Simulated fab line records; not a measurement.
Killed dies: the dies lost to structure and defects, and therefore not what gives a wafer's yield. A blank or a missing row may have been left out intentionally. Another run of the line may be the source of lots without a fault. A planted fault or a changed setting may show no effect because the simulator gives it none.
Which tool did it? | flow n5-finfet | 72 wafers from 24 lots sampled at 4 of the route's 1938 steps

WHAT THE GAUGES READ, wafer by wafer
N5_BEOL_M11_OCD_MEAS_38. Usual: trench-depth-nm reads 149.7 nm (standard deviation 2.3).
lot  | measured     | on     | trench-depth-nm (nm) | flag
L074 | day 10 06:10 | ocd-01 | 148.4 148.8 149.7    |
L075 | day 10 12:29 | ocd-01 | 150.0 148.9 149.1    |
L076 | day 10 14:47 | ocd-02 | 148.5 147.6 147.8    |
L078 | day 10 18:33 | ocd-01 | 150.3 150.6 154.4    |
L077 | day 11 02:39 | ocd-02 | 148.1 146.0 145.1    |
L079 | day 12 03:01 | ocd-02 | 145.7 145.2 148.3    |
L080 | day 12 03:07 | ocd-02 | 149.6 149.9 150.5    |
L083 | day 12 17:01 | ocd-02 | 148.9 149.6 151.6    |
L084 | day 12 17:04 | ocd-02 | 150.1 148.4 150.7    |
L081 | day 12 20:48 | ocd-01 | 149.2 154.3 148.3    |
L082 | day 12 20:27 | ocd-01 | 147.9 145.7 146.8    |
L087 | day 12 20:44 | ocd-02 | 152.1 150.8 149.8    |
L085 | day 12 23:05 | ocd-01 | 152.3 149.3 149.9    |
L086 | day 12 23:17 | ocd-02 | 145.5 148.0 146.5    |
L090 | day 14 06:05 | ocd-02 | 155.0 148.1 154.3    |
L089 | day 14 13:58 | ocd-02 | 150.0 154.1 152.7    |
L088 | day 14 13:55 | ocd-02 | 155.5 150.0 149.4    |
L092 | day 14 22:04 | ocd-02 | 150.4 150.8 150.2    |
L091 | day 14 22:08 | ocd-01 | 153.1 152.3 148.2    |
L093 | day 15 08:18 | ocd-01 | 150.9 154.1 149.6    |
L095 | day 15 11:11 | ocd-01 | 147.5 152.3 149.4    |
L094 | day 15 21:02 | ocd-02 | 153.1 147.9 148.7    |
L097 | day 16 03:55 | ocd-01 | 149.8 147.6 149.0    |
L096 | day 16 20:37 | ocd-02 | 148.7 150.2 150.4    |

TOOL THAT RAN EACH LOT (tool first, then ch and the chambers of the sampled wafers, then the start)
lot  | N5_BEOL_M11_STRIP_67               | N5_BEOL_M11_STRIP_19               | N5_BEOL_M11_ETCH_66
L074 | rie-diel-03 ch 1,2, day 10 03:47   | rie-diel-04 ch 1,2, day 10 03:56   | rie-diel-03 ch 2,3, day 10 05:45
L075 | rie-diel-04 ch 1,2, day 10 10:19   | rie-diel-01 ch 0,1,2, day 10 10:32 | rie-diel-03 ch 1,2,3, day 10 12:05
L076 | rie-diel-03 ch 1,2,3, day 10 13:05 | rie-diel-01 ch 0,1,3, day 10 13:20 | rie-diel-03 ch 2,3, day 10 14:23
L078 | rie-diel-03 ch 1,2,3, day 10 15:52 | rie-diel-03 ch 1,2,3, day 10 16:01 | rie-diel-01 ch 1,2,3, day 10 18:08
L077 | rie-diel-03 ch 1,2,3, day 10 20:57 | rie-diel-01 ch 0,1, day 10 21:07   | rie-diel-04 ch 1,2,3, day 11 02:15
L079 | rie-diel-01 ch 1,2,3, day 11 15:21 | rie-diel-03 ch 0,2,3, day 11 15:32 | rie-diel-04 ch 1,3, day 12 02:37
L080 | rie-diel-04 ch 0,1,3, day 12 01:05 | rie-diel-04 ch 0,1,3, day 12 01:14 | rie-diel-01 ch 0,1,2, day 12 02:43
L083 | rie-diel-03 ch 0,1,3, day 12 12:49 | rie-diel-03 ch 1,2, day 12 12:58   | rie-diel-01 ch 1,2, day 12 16:37
L084 | rie-diel-01 ch 1,3, day 12 13:41   | rie-diel-04 ch 0,1, day 12 13:53   | rie-diel-03 ch 1,2,3, day 12 16:39
L081 | rie-diel-03 ch 0,1,3, day 12 18:04 | rie-diel-03 ch 0,1,2, day 12 18:13 | rie-diel-03 ch 0,2, day 12 20:24
L082 | rie-diel-01 ch 0,1,2, day 12 18:16 | rie-diel-01 ch 0,1,2, day 12 18:25 | rie-diel-04 ch 1,2, day 12 20:02
L087 | rie-diel-01 ch 0,2,3, day 12 18:41 | rie-diel-04 ch 0,3, day 12 18:51   | rie-diel-01 ch 2,3, day 12 20:20
L085 | rie-diel-01 ch 1,2,3, day 12 21:28 | rie-diel-03 ch 0,2, day 12 21:37   | rie-diel-01 ch 0,1,3, day 12 22:41
L086 | rie-diel-04 ch 0,2,3, day 12 21:56 | rie-diel-01 ch 0,2,3, day 12 22:05 | rie-diel-04 ch 1,2,3, day 12 22:53
L090 | rie-diel-04 ch 2,3, day 14 04:43   | rie-diel-04 ch 1,2,3, day 14 04:52 | rie-diel-01 ch 0,3, day 14 05:41
L089 | rie-diel-01 ch 2,3, day 14 07:01   | rie-diel-01 ch 1,2, day 14 07:10   | rie-diel-01 ch 0,3, day 14 13:34
L088 | rie-diel-04 ch 0,2,3, day 14 07:05 | rie-diel-04 ch 1,3, day 14 07:19   | rie-diel-03 ch 0,1,3, day 14 13:30
L092 | rie-diel-04 ch 0,2, day 14 18:25   | rie-diel-01 ch 0,3, day 14 18:52   | rie-diel-03 ch 1,2,3, day 14 21:40
L091 | rie-diel-03 ch 0,1,2, day 14 19:19 | rie-diel-01 ch 1,3, day 14 19:32   | rie-diel-01 ch 1,3, day 14 21:43
L093 | rie-diel-03 ch 0,2,3, day 15 05:02 | rie-diel-04 ch 0,1,2, day 15 05:11 | rie-diel-01 ch 1,2,3, day 15 07:53
L095 | rie-diel-04 ch 0,1,2, day 15 09:53 | rie-diel-01 ch 0,2,3, day 15 10:03 | rie-diel-01 ch 0,3, day 15 10:46
L094 | rie-diel-03 ch 1,2,3, day 15 16:14 | rie-diel-03 ch 0,1,2, day 15 16:23 | rie-diel-01 ch 0,3, day 15 20:37
L097 | rie-diel-03 ch 1,2,3, day 16 02:39 | rie-diel-01 ch 1,2,3, day 16 02:48 | rie-diel-01 ch 0,1,2, day 16 03:31
L096 | rie-diel-01 ch 2,3, day 16 17:49   | rie-diel-03 ch 2,3, day 16 17:58   | rie-diel-03 ch 1,2,3, day 16 20:12
- N5_BEOL_M11_STRIP_67: strips in CF4.
- N5_BEOL_M11_STRIP_19: strips in O2.
- N5_BEOL_M11_ETCH_66: etches SOC in N2/H2, target depth 120 nm, overetch 24 nm, time 180 s.

AS READ BY THE TOOLS THEMSELVES (means over the sampled wafers that have a number; for cases with no such wafer, the mark the record gives instead)
N5_BEOL_M11_STRIP_67. Usual: drypump-motor-current-A 5.6 A, standard deviation 0.42; oes-product-au 0.83 a.u., standard deviation 0.06; rf-vpp-V 271.7 V, standard deviation 1.6; showerhead-plenum-p-Torr 1.82 Torr, standard deviation 0.059; throttle-valve-pct 13.52 %, standard deviation 0.2.
lot  | tool        | drypump-motor-current-A (A) | oes-product-au (a.u.) | rf-vpp-V (V) | showerhead-plenum-p-Torr (Torr) | throttle-valve-pct (%) | flag
L074 | rie-diel-03 | 5.7                         | 0.84                  | 272.4        | 1.84                            | 13.56                  |
L075 | rie-diel-04 | 5.8                         | 0.72                  | 271.3        | 1.80                            | 13.70                  |
L076 | rie-diel-03 | 5.3                         | 0.83                  | 272.0        | 1.81                            | 13.65                  |
L078 | rie-diel-03 | 5.3                         | 0.83                  | 271.1        | 1.81                            | 13.65                  |
L077 | rie-diel-03 | 5.4                         | 0.83                  | 272.1        | 1.81                            | 13.65                  |
L079 | rie-diel-01 | 5.6                         | 0.86                  | 272.3        | 1.82                            | 13.32                  |
L080 | rie-diel-04 | 6.0                         | 0.82                  | 270.3        | 1.77                            | 13.48                  |
L083 | rie-diel-03 | 5.3                         | 0.84                  | 272.0        | 1.82                            | 13.55                  |
L084 | rie-diel-01 | 5.8                         | 0.82                  | 273.1        | 1.86                            | 13.31                  |
L081 | rie-diel-03 | 5.3                         | 0.84                  | 271.1        | 1.82                            | 13.56                  |
L082 | rie-diel-01 | 5.5                         | 0.85                  | 271.9        | 1.84                            | 13.33                  |
L087 | rie-diel-01 | 5.3                         | 0.85                  | 272.0        | 1.82                            | 13.43                  |
L085 | rie-diel-01 | 5.6                         | 0.85                  | 272.6        | 1.82                            | 13.34                  |
L086 | rie-diel-04 | 6.0                         | 0.87                  | 271.2        | 1.79                            | 13.50                  |
L090 | rie-diel-04 | 6.0                         | 0.85                  | 270.6        | 1.79                            | 13.51                  |
L089 | rie-diel-01 | 5.4                         | 0.82                  | 271.6        | 1.79                            | 13.48                  |
L088 | rie-diel-04 | 6.0                         | 0.84                  | 271.7        | 1.79                            | 13.53                  |
L092 | rie-diel-04 | 5.8                         | 0.90                  | 272.4        | 1.83                            | 13.40                  |
L091 | rie-diel-03 | 5.5                         | 0.82                  | 272.6        | 1.86                            | 13.61                  |
L093 | rie-diel-03 | 5.1                         | 0.82                  | 272.4        | 1.83                            | 13.69                  |
L095 | rie-diel-04 | 5.8                         | 0.85                  | 271.3        | 1.80                            | 13.41                  |
L094 | rie-diel-03 | 5.4                         | 0.79                  | 270.0        | 1.80                            | 13.73                  |
L097 | rie-diel-03 | 5.4                         | 0.79                  | 271.3        | 1.80                            | 13.74                  |
L096 | rie-diel-01 | 5.5                         | 0.83                  | 270.9        | 1.77                            | 13.45                  |

N5_BEOL_M11_STRIP_19. Usual: drypump-motor-current-A 5.6 A, standard deviation 0.4; oes-product-au 0.83 a.u., standard deviation 0.071; rf-vpp-V 3.5 V, standard deviation 0.58; showerhead-plenum-p-Torr 2.13 Torr, standard deviation 0.078; throttle-valve-pct 16.62 %, standard deviation 0.21.
lot  | tool        | drypump-motor-current-A (A) | oes-product-au (a.u.) | rf-vpp-V (V) | showerhead-plenum-p-Torr (Torr) | throttle-valve-pct (%) | flag
L074 | rie-diel-04 | 5.7                         | 0.77                  | 3.1          | 2.08                            | 16.59                  |
L075 | rie-diel-01 | 5.5                         | 0.90                  | 3.4          | 2.17                            | 16.44                  |
L076 | rie-diel-01 | 5.5                         | 0.85                  | 3.5          | 2.20                            | 16.52                  |
L078 | rie-diel-03 | 5.3                         | 0.83                  | 3.8          | 2.12                            | 16.80                  |
L077 | rie-diel-01 | 5.4                         | 0.85                  | 3.3          | 2.22                            | 16.53                  |
L079 | rie-diel-03 | 5.1                         | 0.85                  | 3.4          | 2.16                            | 16.80                  |
L080 | rie-diel-04 | 6.0                         | 0.83                  | 3.8          | 2.05                            | 16.56                  |
L083 | rie-diel-03 | 5.6                         | 0.80                  | 3.3          | 2.17                            | 16.86                  |
L084 | rie-diel-04 | 5.8                         | 0.90                  | 3.4          | 2.10                            | 16.40                  |
L081 | rie-diel-03 | 5.5                         | 0.84                  | 3.2          | 2.19                            | 16.72                  |
L082 | rie-diel-01 | 5.5                         | 0.86                  | 3.6          | 2.17                            | 16.48                  |
L087 | rie-diel-04 | 6.3                         | 0.76                  | 2.8          | 2.04                            | 16.69                  |
L085 | rie-diel-03 | 5.3                         | 0.83                  | 4.1          | 2.21                            | 16.85                  |
L086 | rie-diel-01 | 5.3                         | 0.86                  | 3.5          | 2.13                            | 16.59                  |
L090 | rie-diel-04 | 6.0                         | 0.80                  | 3.6          | 2.05                            | 16.62                  |
L089 | rie-diel-01 | 5.8                         | 0.84                  | 3.9          | 2.16                            | 16.37                  |
L088 | rie-diel-04 | 6.0                         | 0.76                  | 3.6          | 2.01                            | 16.58                  |
L092 | rie-diel-01 | 5.2                         | 0.81                  | 4.0          | 2.18                            | 16.73                  |
L091 | rie-diel-01 | 5.6                         | 0.80                  | 3.1          | 2.15                            | 16.57                  |
L093 | rie-diel-04 | 5.8                         | 0.86                  | 3.6          | 2.10                            | 16.49                  |
L095 | rie-diel-01 | 5.3                         | 0.83                  | 3.3          | 2.12                            | 16.62                  |
L094 | rie-diel-03 | 5.5                         | 0.82                  | 3.4          | 2.18                            | 16.76                  |
L097 | rie-diel-01 | 5.6                         | 0.81                  | 3.9          | 2.12                            | 16.50                  |
L096 | rie-diel-03 | 4.9                         | 0.77                  | 3.5          | 2.08                            | 16.96                  |

N5_BEOL_M11_ETCH_66. Usual: drypump-motor-current-A 5.5 A, standard deviation 0.43; oes-product-au 0.67 a.u., standard deviation 0.045; rf-vpp-V 525.1 V, standard deviation 2.7; showerhead-plenum-p-Torr 2.59 Torr, standard deviation 0.091; throttle-valve-pct 17.77 %, standard deviation 0.22.
lot  | tool        | drypump-motor-current-A (A) | oes-product-au (a.u.) | rf-vpp-V (V) | showerhead-plenum-p-Torr (Torr) | throttle-valve-pct (%) | flag
L074 | rie-diel-03 | 5.0                         | 0.67                  | 523.4        | 2.54                            | 18.01                  |
L075 | rie-diel-03 | 5.3                         | 0.67                  | 524.4        | 2.57                            | 17.92                  |
L076 | rie-diel-03 | 4.9                         | 0.66                  | 523.1        | 2.54                            | 18.00                  |
L078 | rie-diel-01 | 5.6                         | 0.71                  | 523.9        | 2.59                            | 17.57                  |
L077 | rie-diel-04 | 6.0                         | 0.59                  | 522.6        | 2.49                            | 17.82                  |
L079 | rie-diel-04 | 6.2                         | 0.60                  | 520.0        | 2.42                            | 17.79                  |
L080 | rie-diel-01 | 5.6                         | 0.69                  | 526.1        | 2.62                            | 17.64                  |
L083 | rie-diel-01 | 5.8                         | 0.69                  | 526.1        | 2.62                            | 17.46                  |
L084 | rie-diel-03 | 5.4                         | 0.66                  | 524.3        | 2.56                            | 17.94                  |
L081 | rie-diel-03 | 5.4                         | 0.67                  | 527.5        | 2.68                            | 17.98                  |
L082 | rie-diel-04 | 5.7                         | 0.70                  | 522.8        | 2.51                            | 17.59                  |
L087 | rie-diel-01 | 5.5                         | 0.71                  | 522.8        | 2.52                            | 17.68                  |
L085 | rie-diel-01 | 5.5                         | 0.66                  | 527.0        | 2.64                            | 17.69                  |
L086 | rie-diel-04 | 6.0                         | 0.66                  | 522.2        | 2.49                            | 17.69                  |
L090 | rie-diel-01 | 5.3                         | 0.65                  | 526.2        | 2.61                            | 17.86                  |
L089 | rie-diel-01 | 5.3                         | 0.65                  | 525.4        | 2.61                            | 17.84                  |
L088 | rie-diel-03 | 5.3                         | 0.67                  | 524.7        | 2.58                            | 17.82                  |
L092 | rie-diel-03 | 5.3                         | 0.64                  | 524.7        | 2.56                            | 17.98                  |
L091 | rie-diel-01 | 5.6                         | 0.65                  | 526.3        | 2.60                            | 17.65                  |
L093 | rie-diel-01 | 5.7                         | 0.66                  | 525.2        | 2.58                            | 17.64                  |
L095 | rie-diel-01 | 5.2                         | 0.64                  | 526.8        | 2.63                            | 17.94                  |
L094 | rie-diel-01 | 5.2                         | 0.65                  | 526.8        | 2.63                            | 17.92                  |
L097 | rie-diel-01 | 5.5                         | 0.66                  | 525.8        | 2.61                            | 17.70                  |
L096 | rie-diel-03 | 5.3                         | 0.64                  | 524.9        | 2.55                            | 18.00                  |

THE ANSWER, worked out from the rows above alone
Rule: lot off if the mean of its wafers having a number is beyond 3 standard deviations from the usual mean. A lot without any number at a reading at which 4 lots or more have one is off too. The other lots that the step has rows for count as sound. After the gauges, taken in route order, come the tools' own readings; for these a lot's mean is taken, as printed above. The first step at which some lot is off is used, and at that step the reading that is off furthest; a lot without a number counts as furthest.
None of the lots is off at any reading shown; this tells nothing.

WHAT THE SIMULATOR HAD INSERTED
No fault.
